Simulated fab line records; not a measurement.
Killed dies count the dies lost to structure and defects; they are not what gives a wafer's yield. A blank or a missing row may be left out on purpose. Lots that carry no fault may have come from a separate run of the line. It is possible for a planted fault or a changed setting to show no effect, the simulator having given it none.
What tool caused it? | flow n5 finfet | 11 lots, 32 wafers sampled, at 1 step of a route of 1938

WHAT EACH GAUGE READ, for each wafer
N5_BEOL_M14_THK_MEAS_50: measures by xrf. Usual: for M14_THK the level is 559 nm and the standard deviation is 15.
lot  | measured     | on            | M14_THK (nm) | flag
L190 | day 12 22:19 | film metro-02 | 529 562 574  |
L194 | day 13 05:52 | film metro-01 | 536 552 554  |
L192 | day 13 21:59 | film metro-01 | 570 525 559  |
L198 | day 15 17:17 | film metro-01 | 580 578      |
L199 | day 15 19:10 | film metro-01 | 572 560 555  |
L207 | day 17 00:17 | film metro-01 | 569 560 537  |
L205 | day 17 11:24 | film metro-02 | 555 571 554  |
L208 | day 17 18:15 | film metro-02 | 578 580 560  |
L211 | day 18 14:00 | film metro-01 | 556 573 554  |
L212 | day 18 14:25 | film metro-02 | 552 572 553  |
L213 | day 18 20:57 | film metro-02 | 564 577 564  |

TOOL THAT RAN EACH LOT (tool first, then ch and the chambers of the sampled wafers, then the start)
Before these readings, the record contains no process step.

WHAT THE TOOLS THEMSELVES READ (means of the sampled wafers that have a number; where no wafer has one, the mark that the record gives instead)
The record holds no such reading with a usual standard deviation.

THE ANSWER, worked out from the rows above alone
Rule: lot off if the mean of its wafers having a number is beyond 3 standard deviations from the usual mean. Also off: a lot with no number at a reading for which 4 or more lots have one. All remaining lots with rows at the step are treated as sound. Order of review: gauges by route order, followed by the tools' own readings, for which a lot's mean as printed above is used. At the first step where some lot is off, the reading lying furthest off is the one used; lots without a number count as furthest.
Across all readings shown, no lot is off: no conclusion can be drawn from this.

WHAT WAS PUT IN BY THE SIMULATOR
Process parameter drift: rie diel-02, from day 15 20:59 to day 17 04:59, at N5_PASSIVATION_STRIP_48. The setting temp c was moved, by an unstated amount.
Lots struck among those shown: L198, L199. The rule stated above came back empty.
